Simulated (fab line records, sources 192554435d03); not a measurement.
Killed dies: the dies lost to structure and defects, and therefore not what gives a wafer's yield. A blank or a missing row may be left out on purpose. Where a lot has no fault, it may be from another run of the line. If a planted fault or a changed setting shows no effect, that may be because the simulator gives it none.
Chamber matching / flow n5_finfet / 4 sister chambers for N5_BEOL_M6_ETCH_62 on rie_diel-02
The step etches SOC in N2/H2, target depth 110 nm, overetch 22 nm, time 165 s. 22 wafers are shown with their chamber, then 11 later ones without.

WAFERS WITH THEIR CHAMBER
wafer=L074.4; chamber=3; showerhead_plenum_p_Torr (Torr)=2.46; drypump_motor_current_A (A)=4.7; throttle_valve_pct (%)=17.77
wafer=L074.5; chamber=2; showerhead_plenum_p_Torr (Torr)=2.69; drypump_motor_current_A (A)=5.7; throttle_valve_pct (%)=17.71
wafer=L074.6; chamber=1; showerhead_plenum_p_Torr (Torr)=2.58; drypump_motor_current_A (A)=5.6; throttle_valve_pct (%)=17.48
wafer=L076.1; chamber=3; showerhead_plenum_p_Torr (Torr)=2.46; drypump_motor_current_A (A)=4.7; throttle_valve_pct (%)=17.77
wafer=L076.3; chamber=0; showerhead_plenum_p_Torr (Torr)=2.61; drypump_motor_current_A (A)=5.8; throttle_valve_pct (%)=17.55
wafer=L076.4; chamber=1; showerhead_plenum_p_Torr (Torr)=2.58; drypump_motor_current_A (A)=5.6; throttle_valve_pct (%)=17.50
wafer=L080.1; chamber=3; showerhead_plenum_p_Torr (Torr)=2.45; drypump_motor_current_A (A)=4.8; throttle_valve_pct (%)=17.78
wafer=L080.5; chamber=0; showerhead_plenum_p_Torr (Torr)=2.60; drypump_motor_current_A (A)=5.8; throttle_valve_pct (%)=17.56
wafer=L080.6; chamber=3; showerhead_plenum_p_Torr (Torr)=2.45; drypump_motor_current_A (A)=4.8; throttle_valve_pct (%)=17.78
wafer=L083.1; chamber=0; showerhead_plenum_p_Torr (Torr)=2.60; drypump_motor_current_A (A)=5.8; throttle_valve_pct (%)=17.61
wafer=L083.2; chamber=3; showerhead_plenum_p_Torr (Torr)=2.45; drypump_motor_current_A (A)=4.7; throttle_valve_pct (%)=17.80
wafer=L083.5; chamber=1; showerhead_plenum_p_Torr (Torr)=2.57; drypump_motor_current_A (A)=5.6; throttle_valve_pct (%)=17.53
wafer=L084.1; chamber=3; showerhead_plenum_p_Torr (Torr)=2.45; drypump_motor_current_A (A)=4.7; throttle_valve_pct (%)=17.81
wafer=L084.2; chamber=0; showerhead_plenum_p_Torr (Torr)=2.60; drypump_motor_current_A (A)=5.9; throttle_valve_pct (%)=17.60
wafer=L084.4; chamber=2; showerhead_plenum_p_Torr (Torr)=2.68; drypump_motor_current_A (A)=5.8; throttle_valve_pct (%)=17.78
wafer=L085.2; chamber=2; showerhead_plenum_p_Torr (Torr)=2.68; drypump_motor_current_A (A)=5.7; throttle_valve_pct (%)=17.74
wafer=L085.5; chamber=0; showerhead_plenum_p_Torr (Torr)=2.60; drypump_motor_current_A (A)=5.8; throttle_valve_pct (%)=17.61
wafer=L085.6; chamber=1; showerhead_plenum_p_Torr (Torr)=2.57; drypump_motor_current_A (A)=5.6; throttle_valve_pct (%)=17.53
wafer=L086.1; chamber=0; showerhead_plenum_p_Torr (Torr)=2.59; drypump_motor_current_A (A)=5.8; throttle_valve_pct (%)=17.60
wafer=L086.3; chamber=2; showerhead_plenum_p_Torr (Torr)=2.68; drypump_motor_current_A (A)=5.8; throttle_valve_pct (%)=17.78
wafer=L086.4; chamber=0; showerhead_plenum_p_Torr (Torr)=2.59; drypump_motor_current_A (A)=5.8; throttle_valve_pct (%)=17.62
wafer=L087.3; chamber=0; showerhead_plenum_p_Torr (Torr)=2.59; drypump_motor_current_A (A)=5.8; throttle_valve_pct (%)=17.61

SIGNATURES, as means of the wafers listed above
reading=showerhead_plenum_p_Torr; chamber 0=2.5975; chamber 1=2.5750; chamber 2=2.6825; chamber 3=2.4533; scatter within a chamber=0.00605
reading=drypump_motor_current_A; chamber 0=5.812; chamber 1=5.600; chamber 2=5.750; chamber 3=4.733; scatter within a chamber=0.0422
reading=throttle_valve_pct; chamber 0=17.5950; chamber 1=17.5100; chamber 2=17.7525; chamber 3=17.7850; scatter within a chamber=0.025
Rule: a wafer lies at a distance from a chamber equal to the root of the sum of squares, over the readings, of (its reading less the chamber's mean, divided by the reading's scatter). If the next closest chamber is less than 2 further off than the closest, the wafer can't be placed; otherwise it belongs to the closest. The scatter: take each reading less its chamber's mean, square it, sum over the shown wafers, divide by the number of wafers less the number of chambers, and take the root.

WAFERS MISSING THEIR CHAMBER
wafer=L087.4; showerhead_plenum_p_Torr (Torr)=2.59; drypump_motor_current_A (A)=5.8; throttle_valve_pct (%)=17.63
wafer=L087.6; showerhead_plenum_p_Torr (Torr)=2.68; drypump_motor_current_A (A)=5.8; throttle_valve_pct (%)=17.80
wafer=L092.1; showerhead_plenum_p_Torr (Torr)=2.56; drypump_motor_current_A (A)=5.6; throttle_valve_pct (%)=17.56
wafer=L092.3; showerhead_plenum_p_Torr (Torr)=2.59; drypump_motor_current_A (A)=5.8; throttle_valve_pct (%)=17.65
wafer=L092.6; showerhead_plenum_p_Torr (Torr)=2.56; drypump_motor_current_A (A)=5.6; throttle_valve_pct (%)=17.55
wafer=L093.2; showerhead_plenum_p_Torr (Torr)=2.56; drypump_motor_current_A (A)=5.6; throttle_valve_pct (%)=17.55
wafer=L093.4; showerhead_plenum_p_Torr (Torr)=2.56; drypump_motor_current_A (A)=5.6; throttle_valve_pct (%)=17.55
wafer=L093.6; showerhead_plenum_p_Torr (Torr)=2.44; drypump_motor_current_A (A)=4.8; throttle_valve_pct (%)=17.88
wafer=L095.1; showerhead_plenum_p_Torr (Torr)=2.58; drypump_motor_current_A (A)=5.8; throttle_valve_pct (%)=17.66
wafer=L095.5; showerhead_plenum_p_Torr (Torr)=2.56; drypump_motor_current_A (A)=5.6; throttle_valve_pct (%)=17.56
wafer=L095.6; showerhead_plenum_p_Torr (Torr)=2.44; drypump_motor_current_A (A)=4.7; throttle_valve_pct (%)=17.86

WHICH CHAMBER EACH WENT THROUGH
wafer=L087.4; from the rows above=0; in truth=0
wafer=L087.6; from the rows above=2; in truth=2
wafer=L092.1; from the rows above=1; in truth=1
wafer=L092.3; from the rows above=0; in truth=0
wafer=L092.6; from the rows above=1; in truth=1
wafer=L093.2; from the rows above=1; in truth=1
wafer=L093.4; from the rows above=1; in truth=1
wafer=L093.6; from the rows above=3; in truth=3
wafer=L095.1; from the rows above=0; in truth=0
wafer=L095.5; from the rows above=1; in truth=1
wafer=L095.6; from the rows above=3; in truth=3
Placed correctly: 11 of 11. Left unplaced by these rows: 0. Placed wrongly: 0.
